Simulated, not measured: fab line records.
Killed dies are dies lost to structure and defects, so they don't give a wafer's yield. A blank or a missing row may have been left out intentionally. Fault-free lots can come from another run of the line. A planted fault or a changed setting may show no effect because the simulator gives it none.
Which tool was responsible? ; flow nand_harc ; 24 lots, 72 wafers sampled, at 6 steps of a route of 1159

== WHAT THE GAUGES READ, wafer by wafer ==
Not one reading of a measure or inspect step in the record can be checked against a usual standard deviation.

== TOOL THAT RAN EACH LOT (tool first, then ch and the chambers of the sampled wafers, then the start) ==
lot;NHARC_A_STAIRCASE_ETCH_188;NHARC_A_STAIRCASE_HM_DEP_462;NHARC_A_STAIRCASE_DEP_325;NHARC_A_STAIRCASE_CMP_152;NHARC_A_SGD_CUT_ETCH_15;NHARC_A_SGD_CUT_STRIP_28
L075;rie_diel-09 ch 0,1,3, day 11 10:52 or earlier;acl_dep-02 ch 0, day 11 10:52;pecvd-04 ch 0,1,2, day 12 20:34;cmp-04 ch 0,1,2, day 13 08:28;rie_diel-12 ch 0,2,3, no start;rie_diel-06 ch 0,2,3, no start
L074;rie_diel-03 ch 0,1,3, day 11 11:10 or earlier;acl_dep-03 ch 0, day 11 11:10;pecvd-01 ch 1,2, day 12 20:40;cmp-02 ch 1,2, day 13 08:23;rie_diel-06 ch 0,2,3, no start;rie_diel-05 ch 1,2,3, no start
L077;rie_diel-09 ch 0,2,3, day 12 04:23 or earlier;acl_dep-01 ch 0, day 12 04:23;pecvd-02 ch 0,1,2, day 13 17:37;cmp-04 ch 1,2,3, day 14 06:13;rie_diel-05 ch 0,1,2, no start;rie_diel-05 ch 0,3, no start
L076;rie_diel-02 ch 1,3, day 12 09:26 or earlier;acl_dep-03 ch 0, day 12 09:26;pecvd-04 ch 0,1,2, day 13 17:51;cmp-03 ch 0,2,3, day 14 06:23;rie_diel-06 ch 1,2, no start;rie_diel-12 ch 1,2,3, no start
L079;rie_diel-02 ch 1,2, day 12 20:10 or earlier;acl_dep-02 ch 0, day 12 20:10;pecvd-02 ch 0,1,2, day 14 06:56;cmp-02 ch 1,2,3, day 14 19:32;rie_diel-06 ch 0,1, no start;rie_diel-12 ch 0,1, no start
L078;rie_diel-02 ch 0,2,3, day 12 19:38 or earlier;acl_dep-01 ch 0, day 12 19:38;pecvd-01 ch 0,2, day 14 06:26;cmp-03 ch 0,1,3, day 14 17:49;rie_diel-12 ch 0,1,3, no start;rie_diel-06 ch 0,3, no start
L081;rie_diel-03 ch 0,2,3, day 12 22:40 or earlier;acl_dep-02 ch 0, day 12 22:40;pecvd-04 ch 0,2, day 14 06:26;cmp-04 ch 0,1,3, day 14 18:04;rie_diel-05 ch 0,2,3, no start;rie_diel-12 ch 1,2,3, no start
L080;rie_diel-03 ch 0,1, day 12 23:22 or earlier;acl_dep-01 ch 0, day 12 23:22;pecvd-01 ch 1,2, day 14 07:07;cmp-02 ch 0,3, day 14 17:53;rie_diel-06 ch 2,3, no start;rie_diel-06 ch 0,1, no start
L083;rie_diel-09 ch 0,2, day 13 18:34 or earlier;acl_dep-03 ch 0, day 13 18:34;pecvd-04 ch 0,2, day 15 06:49;cmp-03 ch 0,1, day 15 17:40;rie_diel-06 ch 0,2,3, no start;rie_diel-12 ch 0,1, no start
L082;rie_diel-03 ch 0,2,3, day 13 23:10 or earlier;acl_dep-01 ch 0, day 13 23:10;pecvd-01 ch 0,1,2, day 15 17:16;cmp-02 ch 1,2,3, day 16 05:49;rie_diel-05 ch 0,1,2, no start;rie_diel-05 ch 2,3, no start
L084;rie_diel-03 ch 1,2, day 14 09:03 or earlier;acl_dep-02 ch 0, day 14 09:03;pecvd-04 ch 0,1,2, day 15 17:17;cmp-03 ch 0,2,3, day 16 05:32;rie_diel-12 ch 1,2, no start;rie_diel-06 ch 0,1,2, no start
L085;rie_diel-02 ch 0,2,3, day 14 19:05 or earlier;acl_dep-02 ch 0, day 14 19:05;pecvd-01 ch 0,1,2, day 16 09:17;cmp-02 ch 2,3, day 16 23:50;rie_diel-05 ch 1,3, no start;rie_diel-05 ch 1,2,3, no start
L086;rie_diel-02 ch 0,1,3, day 14 20:38 or earlier;acl_dep-02 ch 0, day 14 20:38;pecvd-04 ch 0,1,2, day 16 09:17;cmp-03 ch 0,1,3, day 16 23:59;rie_diel-06 ch 0,1,2, no start;rie_diel-06 ch 0,1,3, no start
L088;rie_diel-09 ch 1,2,3, day 15 04:01 or earlier;acl_dep-02 ch 0, day 15 04:01;pecvd-04 ch 1,2, day 16 13:29;cmp-04 ch 1,2, day 17 00:24;rie_diel-05 ch 1,2, no start;rie_diel-06 ch 1,2,3, no start
L087;rie_diel-02 ch 2,3, day 15 04:33 or earlier;acl_dep-03 ch 0, day 15 04:33;pecvd-01 ch 0,1,2, day 16 13:32;cmp-04 ch 0,1,3, day 17 01:57;rie_diel-06 ch 0,2, no start;rie_diel-05 ch 0,1,3, no start
L090;rie_diel-03 ch 1,2,3, day 15 18:04 or earlier;acl_dep-01 ch 0, day 15 18:04;pecvd-02 ch 0,1,2, day 17 07:14;cmp-03 ch 0,1,3, day 17 18:23;rie_diel-05 ch 0,2,3, no start;rie_diel-12 ch 0,1,2, no start
L089;rie_diel-09 ch 0,1,2, day 15 19:17 or earlier;acl_dep-01 ch 0, day 15 19:17;pecvd-01 ch 0,1, day 17 06:58;cmp-03 ch 1,2, day 17 18:38;rie_diel-12 ch 0,1,3, no start;rie_diel-06 ch 0,2, no start
L091;rie_diel-09 ch 0,1, day 16 01:28 or earlier;acl_dep-03 ch 0, day 16 01:28;pecvd-01 ch 0,1,2, day 17 13:29;cmp-03 ch 1,3, day 18 07:33;rie_diel-12 ch 1,2, no start;rie_diel-12 ch 0,1,2, no start
L092;rie_diel-03 ch 0,2, day 16 03:38 or earlier;acl_dep-03 ch 0, day 16 03:38;pecvd-04 ch 0,1,2, day 17 13:27;cmp-02 ch 1,2, day 18 06:59;rie_diel-06 ch 0,1,3, no start;rie_diel-12 ch 0,2, no start
L093;rie_diel-02 ch 1,2, day 16 07:15 or earlier;acl_dep-01 ch 0, day 16 07:15;pecvd-02 ch 1,2, day 17 20:19;cmp-04 ch 0,3, day 18 07:51;rie_diel-05 ch 0,2,3, no start;rie_diel-05 ch 0,3, no start
L094;rie_diel-02 ch 1,2,3, day 16 13:40 or earlier;acl_dep-01 ch 0, day 16 13:40;pecvd-01 ch 0,1,2, day 18 06:26;cmp-02 ch 0,1,2, day 19 00:58;rie_diel-05 ch 0,1,3, no start;rie_diel-05 ch 1,2,3, no start
L095;rie_diel-09 ch 0,1,2, day 17 00:48 or earlier;acl_dep-03 ch 0, day 17 00:48;pecvd-02 ch 0,1, day 18 23:44;cmp-04 ch 0,3, day 19 11:22;rie_diel-05 ch 1,3, no start;rie_diel-05 ch 1,3, no start
L096;rie_diel-02 ch 0,1,2, day 17 03:50 or earlier;acl_dep-03 ch 0, day 17 03:50;pecvd-01 ch 0,1,2, day 18 23:32;cmp-03 ch 1,2, day 19 11:26;rie_diel-12 ch 0,3, no start;rie_diel-06 ch 0,3, no start
L097;rie_diel-03 ch 1,2, day 17 18:37 or earlier;acl_dep-02 ch 0, day 17 18:37;pecvd-02 ch 1,2, day 19 10:59;cmp-04 ch 0,2, day 19 23:21;rie_diel-06 ch 0,3, no start;rie_diel-06 ch 1,2, no start
- NHARC_A_STAIRCASE_ETCH_188: etches the open film in C4F8/O2, target depth 100 nm, time 40.5 s.
- NHARC_A_STAIRCASE_HM_DEP_462: deposits aC, target thk 800 nm.
- NHARC_A_STAIRCASE_DEP_325: deposits SiO2, target thk 3800 nm.
- NHARC_A_STAIRCASE_CMP_152: polishes.
- NHARC_A_SGD_CUT_ETCH_15: etches the open film in CH3F/O2, target depth 75 nm, time 64.3 s.
- NHARC_A_SGD_CUT_STRIP_28: strips in O2, time 20 s.

== WHAT THE TOOLS THEMSELVES READ (means of the sampled wafers that have a number; where no wafer has one, the mark that the record gives instead) ==
NHARC_A_STAIRCASE_ETCH_188. Usual: oes_product_au 0.938 a.u., standard deviation 0.016; rf_vpp_V 896 V, standard deviation 6.6.
lot;tool;oes_product_au (a.u.);rf_vpp_V (V);flag
L075;rie_diel-09;0.942;899;
L074;rie_diel-03;0.943;890;
L077;rie_diel-09;0.966;898;
L076;rie_diel-02;0.913;894;
L079;rie_diel-02;0.916;899;
L078;rie_diel-02;0.925;897;
L081;rie_diel-03;0.936;896;
L080;rie_diel-03;0.949;889;
L083;rie_diel-09;0.937;892;
L082;rie_diel-03;0.959;895;
L084;rie_diel-03;0.942;893;
L085;rie_diel-02;0.918;897;
L086;rie_diel-02;0.923;894;
L088;rie_diel-09;0.932;902;
L087;rie_diel-02;0.948;900;
L090;rie_diel-03;0.930;893;
L089;rie_diel-09;0.926;895;
L091;rie_diel-09;0.936;898;
L092;rie_diel-03;0.947;896;
L093;rie_diel-02;0.939;899;
L094;rie_diel-02;0.948;897;
L095;rie_diel-09;0.949;896;
L096;rie_diel-02;0.954;899;
L097;rie_diel-03;0.935;892;

NHARC_A_STAIRCASE_HM_DEP_462. Usual: throttle_valve_pct 35.000 %, standard deviation 0.0088.
lot;tool;throttle_valve_pct (%);flag
L075;acl_dep-02;35.003;
L074;acl_dep-03;35.002;
L077;acl_dep-01;34.997;
L076;acl_dep-03;34.998;
L079;acl_dep-02;35.008;
L078;acl_dep-01;35.002;
L081;acl_dep-02;35.006;
L080;acl_dep-01;35.000;
L083;acl_dep-03;34.989;
L082;acl_dep-01;35.007;
L084;acl_dep-02;35.002;
L085;acl_dep-02;35.000;
L086;acl_dep-02;35.003;
L088;acl_dep-02;35.011;
L087;acl_dep-03;34.996;
L090;acl_dep-01;34.996;
L089;acl_dep-01;35.000;
L091;acl_dep-03;34.999;
L092;acl_dep-03;35.001;
L093;acl_dep-01;35.003;
L094;acl_dep-01;34.997;
L095;acl_dep-03;34.999;
L096;acl_dep-03;34.991;
L097;acl_dep-02;35.000;

NHARC_A_STAIRCASE_DEP_325. Usual: heater_power_w 626 W, standard deviation 110.
lot;tool;heater_power_w (W);flag
L075;pecvd-04;606;
L074;pecvd-01;655;
L077;pecvd-02;646;
L076;pecvd-04;574;
L079;pecvd-02;629;
L078;pecvd-01;547;
L081;pecvd-04;573;
L080;pecvd-01;667;
L083;pecvd-04;571;
L082;pecvd-01;579;
L084;pecvd-04;550;
L085;pecvd-01;648;
L086;pecvd-04;617;
L088;pecvd-04;603;
L087;pecvd-01;617;
L090;pecvd-02;669;
L089;pecvd-01;616;
L091;pecvd-01;606;
L092;pecvd-04;610;
L093;pecvd-02;719;
L094;pecvd-01;644;
L095;pecvd-02;629;
L096;pecvd-01;649;
L097;pecvd-02;824;

NHARC_A_STAIRCASE_CMP_152. Usual: edge_zone_pressure_frac 1.000, standard deviation 0.0049; motor_current_A 11.8 A, standard deviation 1.3.
lot;tool;edge_zone_pressure_frac;motor_current_A (A);flag
L075;cmp-04;0.998;10.8;
L074;cmp-02;0.996;10.2;
L077;cmp-04;0.999;11.4;
L076;cmp-03;1.001;13.0;
L079;cmp-02;1.002;10.7;
L078;cmp-03;1.000;12.7;
L081;cmp-04;1.002;12.2;
L080;cmp-02;1.000;11.5;
L083;cmp-03;0.997;12.7;
L082;cmp-02;1.004;10.9;
L084;cmp-03;1.000;12.7;
L085;cmp-02;1.002;10.9;
L086;cmp-03;1.002;12.9;
L088;cmp-04;1.001;10.5;
L087;cmp-04;0.997;11.9;
L090;cmp-03;1.000;13.2;
L089;cmp-03;1.003;13.2;
L091;cmp-03;1.002;13.5;
L092;cmp-02;0.999;10.3;
L093;cmp-04;1.005;11.9;
L094;cmp-02;0.999;10.2;
L095;cmp-04;0.997;11.6;
L096;cmp-03;1.006;13.1;
L097;cmp-04;0.998;10.7;

NHARC_A_SGD_CUT_ETCH_15. Usual: drypump_motor_current_A 5.6 A, standard deviation 0.53; oes_product_au 0.963 a.u., standard deviation 0.018; rf_vpp_V 263.5 V, standard deviation 1.8; showerhead_plenum_p_Torr 2.44 Torr, standard deviation 0.11; throttle_valve_pct 20.662 %, standard deviation 0.0096.
lot;tool;drypump_motor_current_A (A);oes_product_au (a.u.);rf_vpp_V (V);showerhead_plenum_p_Torr (Torr);throttle_valve_pct (%);flag
L075;rie_diel-12;5.5;0.954;264.5;2.47;20.659;
L074;rie_diel-06;5.5;0.927;263.3;2.42;20.665;
L077;rie_diel-05;5.7;0.954;265.0;2.52;20.659;
L076;rie_diel-06;6.1;0.955;264.6;2.49;20.665;
L079;rie_diel-06;5.1;0.984;262.6;2.32;20.661;
L078;rie_diel-12;5.3;0.968;262.5;2.36;20.659;
L081;rie_diel-05;5.5;0.971;264.2;2.50;20.658;
L080;rie_diel-06;6.1;0.963;263.8;2.51;20.668;
L083;rie_diel-06;5.6;0.968;262.7;2.42;20.659;
L082;rie_diel-05;5.8;0.970;264.3;2.52;20.661;
L084;rie_diel-12;5.0;0.973;262.3;2.40;20.666;
L085;rie_diel-05;6.2;0.966;263.7;2.43;20.661;
L086;rie_diel-06;5.6;0.979;263.5;2.40;20.669;
L088;rie_diel-05;6.0;0.978;264.3;2.47;20.661;
L087;rie_diel-06;5.8;0.964;264.8;2.47;20.667;
L090;rie_diel-05;5.5;0.980;263.9;2.49;20.665;
L089;rie_diel-12;5.3;0.969;262.0;2.35;20.660;
L091;rie_diel-12;5.1;0.960;262.3;2.40;20.662;
L092;rie_diel-06;5.3;0.971;261.8;2.36;20.664;
L093;rie_diel-05;5.4;0.970;263.5;2.49;20.662;
L094;rie_diel-05;5.7;0.961;264.3;2.48;20.672;
L095;rie_diel-05;5.9;0.927;263.4;2.41;20.651;
L096;rie_diel-12;5.5;0.922;261.9;2.36;20.662;
L097;rie_diel-06;5.0;0.968;262.8;2.33;20.657;

NHARC_A_SGD_CUT_STRIP_28. Usual: drypump_motor_current_A 5.6 A, standard deviation 0.5; oes_product_au 1.001 a.u., standard deviation 0.011; rf_vpp_V 57.8 V, standard deviation 0.9; showerhead_plenum_p_Torr 3.50 Torr, standard deviation 0.15; throttle_valve_pct 17.037 %, standard deviation 0.0088.
lot;tool;drypump_motor_current_A (A);oes_product_au (a.u.);rf_vpp_V (V);showerhead_plenum_p_Torr (Torr);throttle_valve_pct (%);flag
L075;rie_diel-06;5.5;1.003;57.1;3.48;17.034;
L074;rie_diel-05;6.0;1.001;57.7;3.51;17.042;
L077;rie_diel-05;5.4;1.003;57.9;3.54;17.034;
L076;rie_diel-12;5.3;1.003;57.8;3.53;17.041;
L079;rie_diel-12;5.3;0.998;57.2;3.31;17.037;
L078;rie_diel-06;5.0;1.006;58.4;3.36;17.037;
L081;rie_diel-12;5.3;1.004;57.7;3.53;17.035;
L080;rie_diel-06;5.1;1.004;57.4;3.34;17.040;
L083;rie_diel-12;5.3;0.990;57.7;3.31;17.034;
L082;rie_diel-05;5.6;1.002;58.0;3.48;17.037;
L084;rie_diel-06;5.6;1.008;56.5;3.45;17.038;
L085;rie_diel-05;6.0;1.011;57.8;3.50;17.031;
L086;rie_diel-06;5.3;1.011;56.9;3.38;17.032;
L088;rie_diel-06;5.8;1.003;58.4;3.50;17.035;
L087;rie_diel-05;5.8;0.997;57.7;3.56;17.038;
L090;rie_diel-12;5.2;0.999;58.2;3.46;17.043;
L089;rie_diel-06;5.8;1.005;57.0;3.54;17.042;
L091;rie_diel-12;5.2;0.993;57.6;3.46;17.040;
L092;rie_diel-12;5.4;0.987;57.6;3.62;17.035;
L093;rie_diel-05;5.4;0.996;58.0;3.53;17.044;
L094;rie_diel-05;6.0;0.997;58.3;3.50;17.024;
L095;rie_diel-05;6.0;0.990;58.0;3.46;17.037;
L096;rie_diel-06;5.0;1.002;58.4;3.35;17.041;
L097;rie_diel-06;5.9;1.008;57.4;3.47;17.044;

== THE ANSWER, worked out from the rows above alone ==
Rule: a lot is off if the mean of its wafers that have a number lies more than 3 standard deviations from the usual mean. A lot without any number at a reading at which 4 lots or more have one is off too. Any other lot the step has rows for is counted as sound. The gauges are gone through in route order, then the tools' own readings, and for those a lot's mean is taken as printed above. At the first step where some lot is off, the reading lying furthest off is the one used; lots without a number count as furthest.
Across all readings shown, no lot is off: no conclusion can be drawn from this.

== WHAT WAS PUT IN BY THE SIMULATOR ==
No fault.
